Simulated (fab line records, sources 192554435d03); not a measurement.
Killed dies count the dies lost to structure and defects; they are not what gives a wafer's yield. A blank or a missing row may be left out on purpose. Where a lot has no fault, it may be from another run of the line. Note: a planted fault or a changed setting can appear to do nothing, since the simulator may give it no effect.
fab line records -- flow n5_finfet -- part 2 of 2: steps 24 to 30 of 30
record lots=5, wafers=15, last_day=15
route steps=1938 shown BEOL_M2@919 BEOL_M3@931
lots that met no fault: from a run of the same line without faults
start_h: start of the lot's first displayed wafer, in hours after the record's first day -- wait_h: time in hours since the lot's previous step -- " unchanged from the row above -- L1.1+2: a row that stands for several wafers -- - no value, or no start given -- * or withheld: withheld -- < > ~ a bound
route shown NAME@n: a module of which the file shows steps, and the number in the route of the first -- usual: mean/standard deviation taken from wafers without a fault -- same: alike in all rows -- chamber/n: place in a boat -- sites: per-site readings -- _std_site: how widely they spread, as a standard deviation -- _edge_site: inner sites' mean taken away from outer sites' mean -- radius_mm: for every site, how far away it sits from the centre of the wafer -- mask NAME#n: copy n -- behind: the last tool/chamber to shape the wafer -- hold: why the lot was held/for how many hours/how that ended -- device: transistor that didn't switch, given as n, p or np -- end of line: tests run on the same wafers once the route is complete -- where a step has no rows: the recipe by itself -- killed: dies that structure and defects cost at the first sort, which is not the same as the wafer's yield -- map: the dies of a wafer, with x for killed, . for not killed, _ for no die there
set.NAME: the setting as run; set.NAME@STEP: as run at that earlier step -- model.NAME: the simulator's own value behind a step, which no gauge read
certain route steps with their lots: each step a table, each wafer a row
services: a tool's chamber out of use, with start hour (start_h, from the record's first day; less than 0 if before it), hours out, and reason
## steps
# step N5_BEOL_M3_PEB_09
# recipe peb_temp_c=100, peb_time_s=60, resist=CAR-EUV
# usual chill_plate_temp_C=22.99/0.095
lot.wafer,tool,chamber,start_h,wait_h,chill_plate_temp_C
L078.1,litho_track-01,0,168.53,0.1,22.81
L078.5,litho_track-01,0,168.53,0.1,22.98
L078.6,litho_track-01,0,168.53,0.1,22.88
L082.2,litho_track-04,0,195.00,0.0,22.75
L082.3,litho_track-04,0,195.00,0.0,22.73
L082.4,litho_track-04,0,195.00,0.0,22.87
L083.1,litho_track-01,0,200.19,0.1,22.99
L083.3,litho_track-01,0,200.19,0.1,22.96
L083.6,litho_track-01,0,200.19,0.1,22.99
L086.2,litho_track-01,0,214.35,0.0,22.87
L086.3,litho_track-01,0,214.35,0.0,22.85
L086.4,litho_track-01,0,214.35,0.0,22.90
L087.1,litho_track-04,0,218.66,0.1,23.09
L087.3,litho_track-04,0,218.66,0.1,23.00
L087.5,litho_track-04,0,218.66,0.1,23.14
# step N5_BEOL_M3_DEVELOP_10
# recipe develop_time_s=30, developer=TMAH, resist=CAR-EUV, rinse_liquid=surfactant_rinse, dry=air_spin, dev_temp_c=23
# usual chill_plate_temp_C=23.01/0.11
lot.wafer,tool,chamber,start_h,wait_h,chill_plate_temp_C
L078.1,litho_track-01,0,-,-,22.97
L078.5,litho_track-01,0,-,-,22.85
L078.6,litho_track-01,0,-,-,22.95
L082.2,litho_track-04,0,-,-,23.16
L082.3,litho_track-04,0,-,-,22.85
L082.4,litho_track-04,0,-,-,22.92
L083.1,litho_track-01,0,-,-,23.11
L083.3,litho_track-01,0,-,-,22.98
L083.6,litho_track-01,0,-,-,22.90
L086.2,litho_track-01,0,-,-,23.00
L086.3,litho_track-01,0,-,-,23.14
L086.4,litho_track-01,0,-,-,22.97
L087.1,litho_track-04,0,-,-,22.96
L087.3,litho_track-04,0,-,-,23.02
L087.5,litho_track-04,0,-,-,22.93
# step N5_BEOL_M3_CD_MEAS_11
# recipe target_cd_nm=17.05, landing_energy_ev=500, detector=se_inlens, polarity=opening
# usual cd_nm=17.05/0.22
# same landing_energy_ev=500
lot.wafer,tool,chamber,start_h,wait_h,cd_nm
L078.1,cd_sem-02,0,168.59,-,16.77
L078.5,cd_sem-02,0,168.59,-,16.59
L078.6,cd_sem-02,0,168.59,-,17.24
L082.2,cd_sem-03,0,195.07,-,17.09
L082.3,cd_sem-03,0,195.07,-,16.80
L082.4,cd_sem-03,0,195.07,-,17.26
L083.1,cd_sem-02,0,200.26,-,17.17
L083.3,cd_sem-02,0,200.26,-,16.88
L083.6,cd_sem-02,0,200.26,-,17.25
L086.2,cd_sem-01,0,214.41,-,16.84
L086.3,cd_sem-01,0,214.41,-,17.31
L086.4,cd_sem-01,0,214.41,-,17.09
L087.1,cd_sem-03,0,218.73,-,16.74
L087.3,cd_sem-03,0,218.73,-,16.65
L087.5,cd_sem-03,0,218.73,-,16.96
# step N5_BEOL_M3_OVL_MEAS_12
# recipe points_per_wafer=522
# usual M3_OVL=-0.1/0.67
# same points_per_wafer=522
lot.wafer,tool,chamber,start_h,wait_h,M3_OVL[nm]
L078.1,overlay-01,0,168.62,0.0,0.8
L078.5,overlay-01,0,168.62,0.0,1.4
L078.6,overlay-01,0,168.62,0.0,0.8
L082.2,overlay-01,0,195.10,0.0,0.0
L082.3,overlay-01,0,195.10,0.0,-0.2
L082.4,overlay-01,0,195.10,0.0,-0.4
L083.1,overlay-02,0,200.29,0.0,0.3
L083.3,overlay-02,0,200.29,0.0,0.5
L083.6,overlay-02,0,200.29,0.0,-0.3
L086.2,overlay-02,0,214.45,0.0,0.5
L086.3,overlay-02,0,214.45,0.0,-0.5
L086.4,overlay-02,0,214.45,0.0,0.3
L087.1,overlay-01,0,218.76,0.0,-0.3
L087.3,overlay-01,0,218.76,0.0,0.0
L087.5,overlay-01,0,218.76,0.0,-0.3
# step N5_BEOL_M3_INSPECT_13
# recipe mode=adi, inspect_instrument=brightfield
# usual raw_defect_count=373/78
lot.wafer,tool,chamber,start_h,wait_h,raw_defect_count
L078.1,defect_inspect-02,-,168.68,0.1,303
L078.5,defect_inspect-02,-,168.68,0.1,380
L078.6,defect_inspect-02,-,168.68,0.1,394
L082.2,defect_inspect-02,-,195.15,0.0,391
L082.3,defect_inspect-02,-,195.15,0.0,321
L082.4,defect_inspect-02,-,195.15,0.0,386
L083.1,defect_inspect-02,-,200.35,0.1,316
L083.3,defect_inspect-02,-,200.35,0.1,419
L083.6,defect_inspect-02,-,200.35,0.1,265
L086.2,defect_inspect-01,-,214.50,0.0,392
L086.3,defect_inspect-01,-,214.50,0.0,369
L086.4,defect_inspect-01,-,214.50,0.0,420
L087.1,defect_inspect-02,-,218.82,0.1,368
L087.3,defect_inspect-02,-,218.82,0.1,272
L087.5,defect_inspect-02,-,218.82,0.1,466
# step N5_BEOL_M3_DESCUM_16
# recipe chemistry=O2, time_s=7, source_power_w=50, bias_power_w=20, pressure_mtorr=20, rf_frequency_hz=2.712e+07, temp_c=40, resist=CAR-EUV, o2_flow_sccm=225
# usual drypump_motor_current_A=5.5/0.49, o2_flow_sccm=224.9/0.76, oes_product_au=0.75/0.048, rf_vpp_V=242.5/1.5, showerhead_plenum_p_Torr=2.05/0.081, throttle_valve_pct=20.37/0.16
lot.wafer,tool,chamber,start_h,wait_h,drypump_motor_current_A,o2_flow_sccm,oes_product_au,rf_hours_counter_h,rf_vpp_V,showerhead_plenum_p_Torr,throttle_valve_pct
L078.1,rie_diel-02,1,168.98,0.3,6.3,226.0,0.78,146,241.1,2.01,20.23
L078.5,rie_diel-02,0,168.98,0.3,5.2,225.9,0.88,-,245.6,2.23,20.13
L078.6,rie_diel-02,1,168.98,0.3,6.3,225.6,0.78,-,243.3,2.01,20.24
L082.2,rie_diel-06,1,195.19,0.0,5.0,226.3,0.77,149,241.5,2.01,20.46
L082.3,rie_diel-06,3,195.19,0.0,5.6,225.7,0.67,235,242.1,1.98,20.36
L082.4,rie_diel-06,2,195.19,0.0,5.0,223.5,0.74,159,240.8,1.99,20.34
L083.1,rie_diel-01,0,200.38,0.0,5.4,223.8,0.78,114,241.9,1.93,20.21
L083.3,rie_diel-01,2,200.38,0.0,6.3,224.0,0.71,164,242.2,2.09,20.31
L083.6,rie_diel-01,1,200.38,0.0,4.7,225.2,0.70,-,245.3,2.16,20.63
L086.2,rie_diel-06,3,214.64,0.1,5.6,224.7,0.66,241,241.7,1.98,20.39
L086.3,rie_diel-06,2,214.64,0.1,5.0,224.0,0.74,165,241.8,1.99,20.34
L086.4,rie_diel-06,0,214.64,0.1,5.5,224.0,0.71,168,243.2,2.08,20.70
L087.1,rie_diel-01,2,218.85,0.0,6.3,226.8,0.72,170,243.4,2.09,20.33
L087.3,rie_diel-01,3,218.85,0.0,5.7,226.0,0.70,247,242.3,2.05,20.47
L087.5,rie_diel-01,1,218.85,0.0,4.7,223.9,0.70,-,243.5,2.16,20.64
# step N5_BEOL_M3_ETCH_74
# recipe chemistry=N2/H2, target=underlayer, target_depth_a=65, mask_material=CAR-EUV, time_s=5.2, ion_energy_ev=200, pressure_mtorr=30, source_w=840, bias_w=150, n2_flow_sccm=200, h2_flow_sccm=200, ends=cleared
# usual drypump_motor_current_A=5.5/0.49, etch_rf_on_time_s=5.20/0.071, n2_flow_sccm=200.0/0.61, oes_product_au=0.64/0.042, rf_vpp_V=522.6/2.9, showerhead_plenum_p_Torr=2.50/0.095, throttle_valve_pct=17.84/0.18
lot.wafer,tool,chamber,start_h,wait_h,drypump_motor_current_A,etch_rf_on_time_s,n2_flow_sccm,oes_product_au,rf_hours_counter_h,rf_vpp_V,showerhead_plenum_p_Torr,throttle_valve_pct
L078.1,rie_diel-02,1,169.01,0.0,6.3,5.11,199.7,0.67,146,520.1,2.44,17.73
L078.5,rie_diel-02,0,169.01,0.0,5.3,5.09,200.9,0.75,-,530.4,2.70,17.57
L078.6,rie_diel-02,1,169.01,0.0,6.3,5.17,200.1,0.66,-,521.4,2.44,17.73
L082.2,rie_diel-06,1,195.22,0.0,5.0,5.24,200.3,0.65,149,519.4,2.44,17.82
L082.3,rie_diel-06,3,195.22,0.0,5.6,5.21,199.7,0.57,235,518.4,2.41,17.92
L082.4,rie_diel-06,2,195.22,0.0,5.0,5.18,200.1,0.62,159,520.1,2.44,17.84
L083.1,rie_diel-01,0,200.42,0.0,5.4,5.08,200.0,0.68,114,519.3,2.35,17.66
L083.3,rie_diel-01,2,200.42,0.0,6.3,5.22,199.3,0.62,164,525.4,2.53,17.67
L083.6,rie_diel-01,1,200.42,0.0,4.7,5.16,201.0,0.61,-,526.9,2.63,18.04
L086.2,rie_diel-06,3,214.67,0.0,5.6,5.29,200.2,0.57,241,518.7,2.40,17.91
L086.3,rie_diel-06,2,214.67,0.0,5.0,5.20,199.6,0.63,165,521.4,2.43,17.83
L086.4,rie_diel-06,0,214.67,0.0,5.5,5.27,199.7,0.61,168,521.7,2.54,18.28
L087.1,rie_diel-01,2,218.89,0.0,6.3,5.20,201.1,0.61,170,523.3,2.53,17.73
L087.3,rie_diel-01,3,218.89,0.0,5.8,5.09,199.6,0.59,247,523.6,2.51,18.10
L087.5,rie_diel-01,1,218.89,0.0,4.7,5.21,200.6,0.58,-,525.8,2.62,18.07
## services
tool,chamber,start_h,hours,kind
pecvd-01,0,142.94,2.1,scheduled_down
pecvd-04,1,147.43,2.1,scheduled_down
cmp-02,-,147.75,2.2,repair
euv_scanner-01,-,149.82,1.0,pm
litho_track-04,-,155.55,-,consumable_replace:filter
pecvd-01,-,160.29,28.1,pm
rie_diel-06,0,161.86,8.2,repair
euv_scanner-02,-,162.24,1.0,pm
cmp-04,-,164.33,7.0,pm
pecvd-02,0,186.26,5.5,scheduled_down
cmp-01,-,199.18,4.0,pm
pecvd-02,1,199.61,2.1,scheduled_down
cmp-01,-,203.18,-,consumable_replace:conditioner
cmp-01,-,203.18,-,consumable_replace:pad
ecd_cu-02,-,206.69,0.8,repair
euv_scanner-01,0,207.81,-,calibration
litho_track-02,-,208.69,-,consumable_replace:filter
euv_scanner-01,-,209.69,0.2,repair
euv_scanner-01,-,210.00,1.0,pm
pecvd-02,0,210.02,2.1,scheduled_down
euv_scanner-02,-,211.03,4.6,pm
cmp-04,-,213.35,0.6,repair
euv_scanner-01,-,215.63,4.6,pm
